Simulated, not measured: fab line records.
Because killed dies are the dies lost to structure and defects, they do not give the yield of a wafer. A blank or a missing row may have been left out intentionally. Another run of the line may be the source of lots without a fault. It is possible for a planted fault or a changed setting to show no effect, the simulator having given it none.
Matching of chambers || flow n5Finfet || 4 sister chambers for N5_BEOL_M0_SAQP_ALD_48 on aldSin-04
The step deposits SiO2, target thk 20 nm, pulse time 1 s, co reactant pulse time 1 s. 4 wafers are shown with their chamber, then 12 later ones without.

== WAFERS WITH THEIR CHAMBER ==
{"wafer": "L084.2", "chamber": 1, "heaterPowerW (W)": 77}
{"wafer": "L085.4", "chamber": 2, "heaterPowerW (W)": 74}
{"wafer": "L085.5", "chamber": 0, "heaterPowerW (W)": 72}
{"wafer": "L085.6", "chamber": 3, "heaterPowerW (W)": 84}

== WAFERS MISSING THEIR CHAMBER ==
{"wafer": "L086.2", "heaterPowerW (W)": 76}
{"wafer": "L086.4", "heaterPowerW (W)": 87}
{"wafer": "L086.5", "heaterPowerW (W)": 73}
{"wafer": "L087.2", "heaterPowerW (W)": 85}
{"wafer": "L087.3", "heaterPowerW (W)": 75}
{"wafer": "L087.6", "heaterPowerW (W)": 85}
{"wafer": "L093.1", "heaterPowerW (W)": 71}
{"wafer": "L093.2", "heaterPowerW (W)": 78}
{"wafer": "L093.6", "heaterPowerW (W)": 74}
{"wafer": "L094.2", "heaterPowerW (W)": 79}
{"wafer": "L094.3", "heaterPowerW (W)": 86}
{"wafer": "L094.6", "heaterPowerW (W)": 78}

== CHAMBER TAKEN BY EACH ==
{"wafer": "L086.2", "from the rows above": "can't be placed: 1 or 2", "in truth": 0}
{"wafer": "L086.4", "from the rows above": 3, "in truth": 3}
{"wafer": "L086.5", "from the rows above": "can't be placed: 0 or 2", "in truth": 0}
{"wafer": "L087.2", "from the rows above": 3, "in truth": 3}
{"wafer": "L087.3", "from the rows above": "can't be placed: 2 or 1 or 0", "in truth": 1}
{"wafer": "L087.6", "from the rows above": 3, "in truth": 3}
{"wafer": "L093.1", "from the rows above": "can't be placed: 0 or 2", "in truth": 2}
{"wafer": "L093.2", "from the rows above": 1, "in truth": 1}
{"wafer": "L093.6", "from the rows above": "can't be placed: 2 or 0", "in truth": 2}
{"wafer": "L094.2", "from the rows above": 1, "in truth": 1}
{"wafer": "L094.3", "from the rows above": 3, "in truth": 3}
{"wafer": "L094.6", "from the rows above": 1, "in truth": 1}
Correct placement for 7 of the 12. From these rows, 5 cannot be placed; in 4 the true chamber is one of the candidates. Wrongly placed: 0.
How it was worked out, from the rows above alone: a wafer's distance from a chamber is the root of the sum, over the readings, of the square of ((its reading less the chamber's mean) divided by the reading's scatter). If the next closest chamber is less than 2 further off than the closest, the wafer can't be placed; otherwise it belongs to the closest. For every chamber, the mean is computed from those of its wafers that are shown. The scatter: root of mean squared gap, hidden wafer to nearest shown wafer, with one shown wafer a chamber.
